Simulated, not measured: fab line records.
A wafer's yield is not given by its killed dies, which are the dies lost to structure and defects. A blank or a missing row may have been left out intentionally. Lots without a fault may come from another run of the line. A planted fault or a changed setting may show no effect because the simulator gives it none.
Chamber matching -- flow nand_harc -- 4 sister chambers for NHARC_A_CHANNEL_FILL_D2_ALD_16 on ald_hk-02
The step deposits SiO2, target thk 1.5 nm, pulse time 10 s, ald cycles 15. 16 wafers are shown with their chamber, then 8 later ones without.

## EACH WAFER AND ITS CHAMBER
wafer,chamber,heater_power_w (W),precursor_pulse_height_rel
L076.1,3,454,1.051
L076.4,1,436,1.003
L076.5,0,449,0.969
L081.2,0,448,0.957
L081.4,3,461,0.974
L081.6,1,447,1.009
L084.2,2,406,1.000
L084.4,3,447,0.961
L084.5,2,408,0.980
L083.1,2,397,1.024
L083.2,0,444,0.983
L083.3,3,453,1.017
L083.4,1,436,0.977
L083.5,3,448,0.970
L083.6,2,406,0.979
L085.1,0,461,1.007

SIGNATURES (averages over the wafers above)
reading,chamber 0,chamber 1,chamber 2,chamber 3,scatter within a chamber
heater_power_w,450.50,439.67,404.25,452.60,6.05
precursor_pulse_height_rel,0.97900,0.99633,0.99575,0.99460,0.0276
Rule: distance of a wafer from a chamber = root of the sum over the readings of ((wafer's reading minus chamber's mean) / reading's scatter) squared. If the next closest chamber is less than 2 further off than the closest, the wafer can't be placed; otherwise it belongs to the closest. The scatter: take each reading less its chamber's mean, square it, sum over the shown wafers, divide by the number of wafers less the number of chambers, and take the root.

## WAFERS WITHOUT THEIR CHAMBER
wafer,heater_power_w (W),precursor_pulse_height_rel
L085.2,438,0.998
L085.3,450,0.990
L087.3,461,0.983
L087.4,458,1.016
L087.6,398,0.985
L091.2,458,1.026
L091.3,449,0.990
L091.6,447,0.993

## EACH ONE'S CHAMBER
wafer,from the rows above,in truth
L085.2,can't be placed: 1 or 0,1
L085.3,can't be placed: 0 or 3 or 1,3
L087.3,can't be placed: 3 or 0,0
L087.4,can't be placed: 3 or 0 or 1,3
L087.6,2,2
L091.2,can't be placed: 3 or 0 or 1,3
L091.3,can't be placed: 0 or 3 or 1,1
L091.6,can't be placed: 0 or 3 or 1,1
Correctly placed: 1 of 8. Cannot be placed on the basis of these rows: 7; the candidates contain the true chamber in 7. Wrongly placed: 0.
